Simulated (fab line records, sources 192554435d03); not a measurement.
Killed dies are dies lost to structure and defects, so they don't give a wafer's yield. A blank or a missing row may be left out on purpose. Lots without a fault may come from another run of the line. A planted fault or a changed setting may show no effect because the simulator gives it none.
fab line records | flow n5_finfet
record lots=6 wafers=18 last_day=18
route steps=1938 shown BEOL_M1@812 BEOL_M2@841 PASSIVATION@1936
lots that met no fault: from a run of the same line without faults
start_h: hours from the record's first day to the start of the lot's first wafer shown | wait_h: hours since the lot's step before | " the same as in the row above | L1.1+2: a row that stands for several wafers | - no value, or no start given | * or withheld: withheld | < > ~ a bound
route shown NAME@n: a module of which the file shows steps, and the number in the route of the first | usual: mean/standard deviation of fault-free wafers | same: alike in all rows | chamber/n: place in a boat | sites: the reading at each site | _std_site: their standard deviation | _edge_site: outer sites' mean less inner sites' | radius_mm: how far each site lies from the wafer's centre | mask NAME#n: copy n | behind: the tool/chamber that last shaped the wafer | hold: why the lot was held/for how many hours/how that ended | device: the transistor (n, p or np) that didn't switch | end of line: the same wafers' tests at the end of the route | a step without rows: its recipe alone | killed: dies lost to structure and defects at the first sort, not the wafer's yield | map: a wafer's dies, x killed, . not, _ none there
set.NAME: the setting as run; set.NAME@STEP: as run at that earlier step | model.NAME: the simulator's own value behind a step, which no gauge read
lots at some steps of the route; a table a step, a row a wafer
services: from which hour (start_h, from the record's first day; less than 0 if before it) a tool's chamber was out of use, for how many hours, and why
## steps
# step N5_BEOL_M1_SURFACE_TREAT_85
# recipe gas=Ar time_s=* ion_energy_ev=* ion_current_ma_cm2=0.5 pressure_mtorr=* ar_flow_sccm=30
# step N5_BEOL_M1_CVD_47
# recipe material=Co target_thk_a=30 temp_c=withheld precursor=CCTBA/H2 pressure_torr=30 time_s=223.8
# step N5_BEOL_M1_SPUTTER_48
# recipe material=Cu target_thk_a=45 temp_c=-20 chamber_pressure_pa=0.07 power_w=withheld time_s=8.29
# step N5_BEOL_M1_ANNEAL_49
# recipe temp_c=400 time_s=240 ambient=vacuum
# step N5_BEOL_M1_SPUTTER_79
# recipe material=Cu target_thk_a=45 temp_c=-20 chamber_pressure_pa=0.07 power_w=withheld time_s=8.29
# step N5_BEOL_M1_ANNEAL_80
# recipe temp_c=400 time_s=240 ambient=vacuum
# step N5_BEOL_M1_SPUTTER_81
# recipe material=Cu target_thk_a=45 temp_c=-20 chamber_pressure_pa=0.07 power_w=withheld time_s=8.29
# step N5_BEOL_M1_ANNEAL_82
# recipe temp_c=400 time_s=240 ambient=vacuum
# step N5_BEOL_M1_SPUTTER_86
# recipe material=Cu target_thk_a=45 temp_c=-20 chamber_pressure_pa=0.07 power_w=withheld time_s=8.29
# step N5_BEOL_M1_ANNEAL_87
# recipe temp_c=400 time_s=240 ambient=vacuum
# usual heater_power_w=817/95
# columns lot.wafer tool chamber start_h wait_h heater_power_w
L862.1 pvd_sputter-01 - 134.09 0.0 761
L862.2 " - " " 600
L862.4 " - " " 812
L870.1 pvd_sputter-02 - 177.99 0.0 936
L870.4 " - " " 838
L870.5 " - " " 957
L872.3 pvd_sputter-01 - 185.34 0.0 796
L872.4 " - " " 601
L872.6 " - " " 764
L873.1 pvd_sputter-01 - 201.89 0.0 784
L873.2 " - " " 599
L873.3 " - " " 800
L882.4 pvd_sputter-02 - 264.58 0.0 836
L882.5 " - " " 830
L882.6 " - " " 835
L885.1 pvd_sputter-02 - 274.44 0.0 851
L885.3 " - " " 931
L885.6 " - " " 888
# step N5_BEOL_M1_SPUTTER_88
# recipe material=Cu target_thk_a=45 temp_c=-20 chamber_pressure_pa=0.07 power_w=withheld time_s=8.29
# step N5_BEOL_M1_ANNEAL_89
# recipe temp_c=400 time_s=240 ambient=vacuum
# step N5_BEOL_M1_SPUTTER_90
# recipe material=Cu target_thk_a=45 temp_c=-20 chamber_pressure_pa=0.07 power_w=withheld time_s=8.29
# usual chuck_sensor_temp_C=-15.8/0.46 throttle_valve_pct=29.9/1.3
# columns lot.wafer tool chamber start_h wait_h chuck_sensor_temp_C throttle_valve_pct
L862.1 pvd_sputter-01 - 134.45 0.1 -15.2 28.9
L862.2 " - " " -15.9 30.7
L862.4 " - " " -15.9 28.3
L870.1 pvd_sputter-02 - 178.35 0.1 -16.4 30.1
L870.4 " - " " -15.3 30.7
L870.5 " - " " -16.6 30.2
L872.3 pvd_sputter-01 - 185.70 0.1 -16.8 27.3
L872.4 " - " " -15.8 30.6
L872.6 " - " " -15.1 28.8
L873.1 pvd_sputter-01 - 202.25 0.1 -16.6 27.3
L873.2 " - " " -15.7 30.7
L873.3 " - " " -15.6 28.5
L882.4 pvd_sputter-02 - 264.94 0.1 -15.5 30.6
L882.5 " - " " -15.4 31.0
L882.6 " - " " -16.2 31.0
L885.1 pvd_sputter-02 - 274.80 0.1 -16.1 31.2
L885.3 " - " " -16.4 29.9
L885.6 " - " " -16.1 30.8
# step N5_BEOL_M1_ANNEAL_91
# recipe temp_c=400 time_s=240 ambient=vacuum
# usual heater_power_w=818/95
# columns lot.wafer tool chamber start_h wait_h heater_power_w
L862.1 pvd_sputter-01 - 134.53 0.0 767
L862.2 " - " " 599
L862.4 " - " " 811
L870.1 pvd_sputter-02 - 178.43 0.0 926
L870.4 " - " " 827
L870.5 " - " " 949
L872.3 pvd_sputter-01 - 185.78 0.0 760
L872.4 " - " " 594
L872.6 " - " " 769
L873.1 pvd_sputter-01 - 202.33 0.0 787
L873.2 " - " " 602
L873.3 " - " " 826
L882.4 pvd_sputter-02 - 265.02 0.0 829
L882.5 " - " " 811
L882.6 " - " " 873
L885.1 pvd_sputter-02 - 274.88 0.0 869
L885.3 " - " " 945
L885.6 " - " " 859
# step N5_BEOL_M1_SPUTTER_92
# recipe material=Cu target_thk_a=45 temp_c=-20 chamber_pressure_pa=0.07 power_w=withheld time_s=8.29
# step N5_BEOL_M1_ANNEAL_93
# recipe temp_c=400 time_s=240 ambient=vacuum
# step N5_BEOL_M1_SPUTTER_94
# recipe material=Cu target_thk_a=45 temp_c=-20 chamber_pressure_pa=0.07 power_w=withheld time_s=8.29
# usual chuck_sensor_temp_C=-15.8/0.44 throttle_valve_pct=29.8/1.3
# columns lot.wafer tool chamber start_h wait_h chuck_sensor_temp_C throttle_valve_pct
L862.1 pvd_sputter-01 - 134.89 0.1 -15.3 28.8
L862.2 " - " " -16.0 30.6
L862.4 " - " " -15.6 28.5
L870.1 pvd_sputter-02 - 178.79 0.1 -16.6 30.2
L870.4 " - " " -15.4 30.8
L870.5 " - " " -16.4 30.0
L872.3 pvd_sputter-01 - 186.14 0.1 -16.5 27.1
L872.4 " - " " -15.7 30.9
L872.6 " - " " -15.4 28.9
L873.1 pvd_sputter-01 - 202.69 0.1 -16.5 27.2
L873.2 " - " " -15.7 30.5
L873.3 " - " " -15.7 28.6
L882.4 pvd_sputter-02 - 265.38 0.1 -15.3 30.6
L882.5 " - " " -15.3 30.4
L882.6 " - " " -16.1 30.7
L885.1 pvd_sputter-02 - 275.24 0.1 -15.9 31.0
L885.3 " - " " -16.4 30.3
L885.6 " - " " -16.1 30.8
# step N5_BEOL_M1_ANNEAL_95
# recipe temp_c=400 time_s=240 ambient=vacuum
# step N5_BEOL_M1_SPUTTER_96
# recipe material=Cu target_thk_a=45 temp_c=-20 chamber_pressure_pa=0.07 power_w=withheld time_s=8.29
# step N5_BEOL_M1_ECD_50
# recipe material=Cu target_thk_a=3000
# step N5_BEOL_M1_ANNEAL_51
# recipe temp_c=225 time_s=90 ambient=N2
# step N5_BEOL_M1_CMP_52
# recipe stop_on=SiOC t_overpolish_s=6.8 down_force_psi=1 platen_rpm=50 clearing_platen_down_force_psi=1.5 clearing_platen_rpm=50 post_cmp_clean=cu_alkaline target_thk_nm=40 clearing_platen_pad_velocity_m_s=0.99484 pad_velocity_m_s=0.99484
# step N5_BEOL_M1_PRE_CLEAN_60
# recipe gas=NH3/H2 time_s=15 temp_c=* rf_power_w=300
# usual heater_power_w=93/15
# columns lot.wafer tool chamber start_h wait_h heater_power_w since_wet_clean_h
L862.1 cvd_co-02 0 135.93 0.0 100 896
L862.2 " 2 " " 101 437
L862.4 " 2 " " 101 -
L870.1 cvd_co-02 0 179.84 0.0 100 940
L870.4 " 1 " " 93 -
L870.5 " 0 " " 99 -
L872.3 cvd_co-02 1 187.20 0.0 94 51
L872.4 " 1 " " 93 -
L872.6 " 2 " " 102 -
L873.1 cvd_co-01 2 203.74 0.0 115 286
L873.2 " 0 " " 68 745
L873.3 " 1 " " 74 1182
L882.4 cvd_co-01 2 266.44 0.1 111 -
L882.5 " 0 " " 70 -
L882.6 " 1 " " 73 -
L885.1 cvd_co-02 1 276.55 0.0 94 140
L885.3 " 0 " " 103 1037
L885.6 " 1 " " 93 -
# step N5_BEOL_M1_CO_CAP_55
# recipe material=Co target_thk_a=20 temp_c=200 precursor=CCTBA/H2 pressure_torr=30 time_s=102.1
# usual heater_power_w=246/18
# columns lot.wafer tool chamber start_h wait_h heater_power_w since_wet_clean_h
L862.1 cvd_co-02 0 135.99 0.0 252 896
L862.2 " 2 " " 260 437
L862.4 " 2 " " 260 -
L870.1 cvd_co-02 0 179.88 0.0 254 940
L870.4 " 1 " " 245 -
L870.5 " 0 " " 257 -
L872.3 cvd_co-02 1 187.24 0.0 243 51
L872.4 " 1 " " 243 -
L872.6 " 2 " " 252 -
L873.1 cvd_co-01 2 203.78 0.0 273 286
L873.2 " 0 " " 220 745
L873.3 " 1 " " 230 1182
L882.4 cvd_co-01 2 266.50 0.0 265 -
L882.5 " 0 " " 217 -
L882.6 " 1 " " 230 -
L885.1 cvd_co-02 1 276.59 0.0 246 140
L885.3 " 0 " " 252 1037
L885.6 " 1 " " 243 -
# step N5_BEOL_M1_PRE_CLEAN_56
# recipe gas=NH3 time_s=15 temp_c=withheld rf_power_w=300
# step N5_BEOL_M1_DEP_57
# recipe material=SiCN target_thk_a=80 temp_c=withheld precursor=3MS/NH3 pressure_torr=3 rf_w=202 time_s=14
# step N5_BEOL_M1_RS_MEAS_58
# recipe thk_meas_gauge=four-point-probe reads=Co_of_BEOL_M1_CO_CAP_55+Cu_of_BEOL_M1_ECD_50+Co_of_BEOL_M1_CVD_47+TaN_of_BEOL_M1_ALD_84
# usual M1_RS=0.67/0.04
# columns lot.wafer tool chamber start_h wait_h M1_RS[ohm/sq]
L862.1 film_metro-02 - 136.21 0.0 0.67
L862.2 " - " " 0.67
L862.4 " - " " 0.62
L870.1 film_metro-02 - 180.06 0.0 0.74
L870.4 " - " " 0.64
L870.5 " - " " 0.67
L872.3 film_metro-01 - 187.42 0.1 0.71
L872.4 " - " " 0.63
L872.6 " - " " 0.63
L873.1 film_metro-02 - 203.96 0.0 0.64
L873.2 " - " " 0.70
L873.3 " - " " 0.62
L882.4 film_metro-02 - 266.65 0.0 0.60
L882.5 " - " " 0.65
L882.6 " - " " 0.63
L885.1 film_metro-01 - 276.78 0.0 0.69
L885.3 " - " " 0.72
L885.6 " - " " 0.64
# step N5_BEOL_M2_ILD_DEP_00
# recipe material=SiOC target_thk_a=790 temp_c=350 precursor=DEMS/O2 pressure_torr=5 rf_w=500 time_s=15.3
# step N5_BEOL_M2_THK_MEAS_01
# recipe reads=SiOC_of_BEOL_M2_ILD_DEP_00
# usual M2_ILD_THK=79.1/1.1
# columns lot.wafer tool chamber start_h wait_h M2_ILD_THK[nm]
L862.1 film_metro-01 - 136.34 0.0 79.2
L862.2 " - " " 80.0
L862.4 " - " " 80.7
L870.1 film_metro-02 - 180.19 0.0 78.0
L870.4 " - " " 79.2
L870.5 " - " " 78.9
L872.3 film_metro-02 - 187.55 0.1 78.4
L872.4 " - " " 79.0
L872.6 " - " " 79.9
L873.1 film_metro-01 - 204.09 0.0 78.6
L873.2 " - " " 76.5
L873.3 " - " " 77.9
L882.4 film_metro-02 - 266.79 0.1 80.7
L882.5 " - " " 79.3
L882.6 " - " " 80.6
L885.1 film_metro-02 - 276.91 0.0 77.9
L885.3 " - " " 78.3
L885.6 " - " " 78.2
# step N5_BEOL_M2_PECVD_72
# recipe material=SiO2 target_thk_a=160 temp_c=400 precursor=TEOS/O2 pressure_torr=5.5 rf_w=450 teos_flow_sccm=53.8 gas=O2 flow_sccm=3000 time_s=18
# step N5_BEOL_M2_HM_DEP_02
# recipe material=TiN target_thk_a=200 temp_c=25 chamber_pressure_pa=0.49996
# step N5_BEOL_M2_COAT_61
# recipe resist=SOC temp_c=250 time_s=60 spin_rpm=1500 resist_thk_nm=60
# step N5_BEOL_M2_COAT_62
# recipe resist=SiARC temp_c=220 time_s=60 spin_rpm=1500 resist_thk_nm=12
# step N5_BEOL_M2_COAT_73
# recipe resist=underlayer temp_c=205 time_s=60 spin_rpm=1500 resist_thk_nm=5
# step N5_BEOL_M2_COAT_05
# recipe resist=CAR-EUV spin_rpm=1500 resist_thk_nm=30
# step N5_BEOL_M2_EBR_07
# recipe solvent=PGMEA ebr_width_mm=1.5
# step N5_BEOL_M2_SOFTBAKE_06
# recipe temp_c=110 time_s=60 resist=CAR-EUV
# step N5_BEOL_M2_EXPOSE_08
# recipe mask_id=M2 na=0.33 source_shape=dipole sigma_inner=0.369 sigma_outer=0.767 polarization=unpolarized dose_mj=41.25
# step N5_BEOL_M2_PEB_09
# recipe peb_temp_c=100 peb_time_s=60 resist=CAR-EUV
# step N5_BEOL_M2_DEVELOP_10
# recipe develop_time_s=30 developer=TMAH resist=CAR-EUV rinse_liquid=surfactant_rinse dry=air_spin dev_temp_c=23
# step N5_PASSIVATION_PROBE_49
# usual defect_limited_yield=91.2/1.6 killed_at_M0_to_M3=34/11 killed_at_M4_up=13/5.2 killed_at_contacts=13/6.3 killed_at_front_end=40/14 killed_at_other=3.2/2.4 killed_dies=104/19 killed_open=69/14 killed_short=32/7.5 sort_bin_5_function=5.3/1.1 sort_bin_6_memory=3.2/0.73 sort_bin_8_speed=0.01/0.038 sort_n_pass=1076/19 sort_yield_pct=91.2/1.6
# same gross_dies=1180 killed_at_back_side=0 sort_bin_4_leakage[%]=0
# columns lot.wafer tool chamber start_h wait_h defect_limited_yield[%] killed_at_M0_to_M3 killed_at_M4_up killed_at_contacts killed_at_front_end killed_at_other killed_dies killed_open killed_short sort_bin_5_function[%] sort_bin_6_memory[%] sort_bin_8_speed[%] sort_n_pass sort_yield_pct[%]
L882.4 prober-02 - 400.61 0.2 84.4 123 12 6 40 3 184 67 37 10.1 3.9 0.08 996 84.4
L882.5 prober-02 - 400.66 0.2 86.4 107 10 14 30 0 161 52 28 9.3 3.3 0 1019 86.4
L882.6 prober-02 - 400.71 0.3 82.5 132 8 20 46 0 206 73 41 10.2 5.6 0 974 82.5
L885.1 prober-01 - 421.55 0.0 83.7 131 17 2 40 2 192 58 39 10.1 5.2 0 988 83.7
L885.3 prober-01 - 421.65 0.1 84.6 128 11 14 27 2 182 50 35 10.1 3.6 0 998 84.6
L885.6 prober-01 - 421.80 0.3 83.3 126 18 6 45 2 197 69 33 11.2 3.5 0 983 83.3
# killed by level:class
L882.4 BEOL_M1:unspecified=78 BEOL_M2:geometric_particle:open=11 BEOL_M0_SAQP:geometric_particle:open=8 STI_FIN_REVEAL:geometric_particle:open=7 FIN_SAQP:geometric_particle:open=6 GATE_CUT:geometric_particle:short=6 MOL_CONTACT_COAG:geometric_particle:open=5 BEOL_M0_SAQP:geometric_particle:short=5
L882.5 BEOL_M1:unspecified=76 BEOL_M2:geometric_particle:open=11 STI_FIN_REVEAL:geometric_particle:open=8 MOL_CONTACT_COAG:geometric_particle:open=8 MOL_CONTACT_COAG:geometric_particle:short=6 BEOL_M1:geometric_particle:open=6 BEOL_M3:geometric_particle:open=4 FIN_SAQP:geometric_particle:short=3
L882.6 BEOL_M1:unspecified=90 MOL_CONTACT_COAG:geometric_particle:open=16 STI_FIN_REVEAL:geometric_particle:open=13 BEOL_M3:geometric_particle:short=9 BEOL_M0_SAQP:geometric_particle:short=8 BEOL_M0_SAQP:geometric_particle:open=7 BEOL_M2:geometric_particle:open=7 STI_FIN_REVEAL:geometric_particle:short=5
L885.1 BEOL_M1:unspecified=93 FIN_SAQP:geometric_particle:short=13 FIN_SAQP:geometric_particle:open=13 BEOL_M2:geometric_particle:open=8 BEOL_M0_SAQP:geometric_particle:short=8 BEOL_M0_SAQP:geometric_particle:open=6 BEOL_M3:geometric_particle:open=6 BEOL_M4:geometric_particle:open=4
L885.3 BEOL_M1:unspecified=97 FIN_SAQP:geometric_particle:short=11 MOL_CONTACT_COAG:geometric_particle:open=10 FIN_SAQP:geometric_particle:open=7 BEOL_M0_SAQP:geometric_particle:short=6 BEOL_M0_SAQP:geometric_particle:open=5 BEOL_M2:geometric_particle:open=5 MOL_CONTACT_COAG:geometric_particle:short=4
L885.6 BEOL_M1:unspecified=91 FIN_SAQP:geometric_particle:open=20 BEOL_M0_SAQP:geometric_particle:open=14 FIN_SAQP:geometric_particle:short=10 BEOL_M0_SAQP:geometric_particle:short=9 STI_FIN_REVEAL:geometric_particle:open=6 MOL_CONTACT_COAG:geometric_particle:open=4 BEOL_M4:geometric_particle:open=4
# map L882.6 (x killed, . not)
_________________......x.x...________________
______________..x..............._____________
___________x.............x.x.......__________
__________......x.x...x............._________
________.x..................x....x...x_______
_______.......x........................______
______..x..............................x_____
_____............x.......................____
____...........x...............xxx....x...___
___..................x..x................x.__
___...x.....x....x....x....................__
__.......xx.x...xx...x..............xx..x..._
__............x....................x.......x_
_xx......x...................x........x....x.
_...x.....x..........x............x..........
_..................................x...x..x..
_xx.x.x........x........x.....x.......x.xx.x.
_.............x.x....................x.xx....
_.........x.......................xxx........
_.x...x.xx......x....x....x.......x.x.x.x....
_......x......x..xx..........xx..xxxxx.x...xx
__..x....................x....xx.xxxxxx.xx.._
__.............x....x........x.xxxxxxxxxx.xx_
___..x....x...............x..x.xxxxxxxxxxx.__
___............x.....x...x...x.xxxxxxxxxxxx__
____..........xx...........x..xx.xxxxxxxx.___
_____..........................xxxxxxxxxx____
______x........................xx.x.xxxx_____
_______x.x....x............x......xx..x______
________.x....x.............x....x..x._______
__________x....x.....x...x.........._________
___________................x.......__________
______________.................._____________
_________________......x.....________________
# map L885.6 (x killed, . not)
_________________..xx....x...________________
______________.x......x....x...._____________
___________...x.......x............__________
__________..............x..........._________
________.....x...........x....x...x..._______
_______................xx.......x......______
______.............xx....xx............._____
_____.....x...x...x.............x.....xx.____
____...x...x...xx..........x..............___
___....x.........x.........................__
___.............x..............x...........__
__.............................x...x........_
__x...x...........x........................x_
_...xx.......x.........................x..x..
_..x..xx.x....................x..............
_......x...x........x...........x.......x....
_..............x..x...x......................
_.x.......x......................x...........
_............xx.........x.........xx.........
_.....x.....x.x.......x.x....x..xxxxx.xx.x...
_.....x..x........................xxxx..x..x.
__x.....x..x..................xxxxxxxxxxxx.._
__........................x.....xxxxxxxxxxx._
___..............x............xxxxxxxxxxxx.__
___.............x..x......x..x.x..xxxxxxxxx__
____.....x............x.x...xxx.xxxxxxxxxx___
_____....x...............x...x..xxxxxxxxx____
______............xx............xx.xxx.x_____
_______..........x........x.....xx.x..x______
________.x............................_______
__________...x...x.x..x....x........_________
___________..........x..x...x......__________
______________x................._____________
_________________.......x.x..________________
## services
# columns tool chamber start_h hours kind
cvd_co-02 1 114.67 - clean
cvd_co-02 1 114.67 22.0 scheduled_down
cvd_co-02 1 114.67 22.0 vent_cycle
cvd_co-01 - 115.75 1.1 repair
cvd_co-02 - 136.14 0.6 repair
cvd_co-01 - 142.51 6.0 pm
cvd_co-01 - 225.40 8.7 repair
cvd_co-01 1 243.35 14.7 repair
cvd_co-01 2 245.00 16.6 repair
cvd_co-02 - 261.34 3.8 pm
## key
first_sign step=N5_PASSIVATION_PROBE_49 reading=killed_at_M0_to_M3 direction=up sigmas=8 usual=34 struck=124
effect step=N5_PASSIVATION_PROBE_49 reading=defect_limited_yield direction=down sigmas=4.4 usual=91.2 struck=84.2
more_kills_born_at N5_BEOL_M1_SPUTTER_90@pvd_sputter-02=525
met_at N5_BEOL_M1_SPUTTER_90
struck_wafers L882.4,L882.5,L882.6,L885.1,L885.3,L885.6
onset_between 178.35 264.94
also_fits time
fault kind=chamber_particle_source tool=pvd_sputter-02 chamber=- onset_h=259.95 steps=N5_BEOL_M1_SPUTTER_90 rate_per_visit_cm2=0.41768 end_h=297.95
